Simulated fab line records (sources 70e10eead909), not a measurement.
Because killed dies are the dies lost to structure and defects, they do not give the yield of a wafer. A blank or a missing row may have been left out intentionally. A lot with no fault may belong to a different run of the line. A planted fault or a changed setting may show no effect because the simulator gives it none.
Matching of chambers / flow nandHarc / NHARC_A_M1_ETCH_35 on rieDiel-04: 4 sister chambers
The step etches the open film in N2/H2, target depth 40 nm, overetch 12 nm, time 43.94 s. 16 wafers are shown with their chamber, then 8 later ones without.

== WAFERS PAIRED WITH THEIR CHAMBERS ==
wafer=L074.1; chamber=3; drypumpMotorCurrentA (A)=6.4; rfVppV (V)=431.9; oesProductAu (a.u.)=0.997
wafer=L074.2; chamber=2; drypumpMotorCurrentA (A)=5.5; rfVppV (V)=432.4; oesProductAu (a.u.)=1.005
wafer=L074.6; chamber=0; drypumpMotorCurrentA (A)=5.6; rfVppV (V)=434.1; oesProductAu (a.u.)=1.007
wafer=L077.3; chamber=2; drypumpMotorCurrentA (A)=5.4; rfVppV (V)=431.7; oesProductAu (a.u.)=1.014
wafer=L077.4; chamber=3; drypumpMotorCurrentA (A)=6.4; rfVppV (V)=432.9; oesProductAu (a.u.)=0.999
wafer=L077.5; chamber=0; drypumpMotorCurrentA (A)=5.6; rfVppV (V)=433.0; oesProductAu (a.u.)=1.011
wafer=L078.1; chamber=1; drypumpMotorCurrentA (A)=6.0; rfVppV (V)=432.9; oesProductAu (a.u.)=1.002
wafer=L078.2; chamber=3; drypumpMotorCurrentA (A)=6.3; rfVppV (V)=432.7; oesProductAu (a.u.)=0.993
wafer=L078.5; chamber=1; drypumpMotorCurrentA (A)=6.0; rfVppV (V)=435.9; oesProductAu (a.u.)=0.997
wafer=L083.2; chamber=3; drypumpMotorCurrentA (A)=6.4; rfVppV (V)=432.6; oesProductAu (a.u.)=1.007
wafer=L083.5; chamber=1; drypumpMotorCurrentA (A)=6.0; rfVppV (V)=434.5; oesProductAu (a.u.)=1.007
wafer=L083.6; chamber=2; drypumpMotorCurrentA (A)=5.5; rfVppV (V)=431.5; oesProductAu (a.u.)=1.003
wafer=L089.4; chamber=0; drypumpMotorCurrentA (A)=5.6; rfVppV (V)=434.3; oesProductAu (a.u.)=1.011
wafer=L089.5; chamber=3; drypumpMotorCurrentA (A)=6.4; rfVppV (V)=432.5; oesProductAu (a.u.)=0.997
wafer=L089.6; chamber=2; drypumpMotorCurrentA (A)=5.4; rfVppV (V)=430.0; oesProductAu (a.u.)=1.010
wafer=L091.1; chamber=1; drypumpMotorCurrentA (A)=6.0; rfVppV (V)=434.4; oesProductAu (a.u.)=0.997

SIGNATURES (means of the wafers above)
reading=drypumpMotorCurrentA; chamber 0=5.600; chamber 1=6.000; chamber 2=5.450; chamber 3=6.380; scatter within a chamber=0.0387
reading=rfVppV; chamber 0=433.800; chamber 1=434.425; chamber 2=431.400; chamber 3=432.520; scatter within a chamber=0.872
reading=oesProductAu; chamber 0=1.00967; chamber 1=1.00075; chamber 2=1.00800; chamber 3=0.99860; scatter within a chamber=0.00466
Rule: a wafer lies at a distance from a chamber equal to the root of the sum of squares, over the readings, of (its reading less the chamber's mean, divided by the reading's scatter). The wafer belongs to the nearest chamber; if the next one is less than 2 further off, it can't be placed. The scatter is the square root of a quotient: the sum, over the shown wafers, of each reading's squared deviation from its chamber's mean, divided by wafers minus chambers.

== WAFERS WITHOUT THEIR CHAMBER ==
wafer=L091.3; drypumpMotorCurrentA (A)=5.6; rfVppV (V)=433.6; oesProductAu (a.u.)=0.996
wafer=L091.6; drypumpMotorCurrentA (A)=6.0; rfVppV (V)=433.8; oesProductAu (a.u.)=1.004
wafer=L095.3; drypumpMotorCurrentA (A)=6.4; rfVppV (V)=432.6; oesProductAu (a.u.)=1.001
wafer=L095.5; drypumpMotorCurrentA (A)=6.4; rfVppV (V)=434.6; oesProductAu (a.u.)=0.996
wafer=L095.6; drypumpMotorCurrentA (A)=5.6; rfVppV (V)=434.6; oesProductAu (a.u.)=1.006
wafer=L097.1; drypumpMotorCurrentA (A)=5.5; rfVppV (V)=431.7; oesProductAu (a.u.)=1.004
wafer=L097.2; drypumpMotorCurrentA (A)=5.6; rfVppV (V)=433.5; oesProductAu (a.u.)=1.005
wafer=L097.6; drypumpMotorCurrentA (A)=6.4; rfVppV (V)=433.1; oesProductAu (a.u.)=0.995

== WHICH CHAMBER EACH ONE RAN IN ==
wafer=L091.3; from the rows above=0; in truth=0
wafer=L091.6; from the rows above=1; in truth=1
wafer=L095.3; from the rows above=3; in truth=3
wafer=L095.5; from the rows above=3; in truth=3
wafer=L095.6; from the rows above=0; in truth=0
wafer=L097.1; from the rows above=2; in truth=2
wafer=L097.2; from the rows above=0; in truth=0
wafer=L097.6; from the rows above=3; in truth=3
Correct placement for 8 of the 8. Number that these rows cannot place: 0. Placed wrongly: 0.
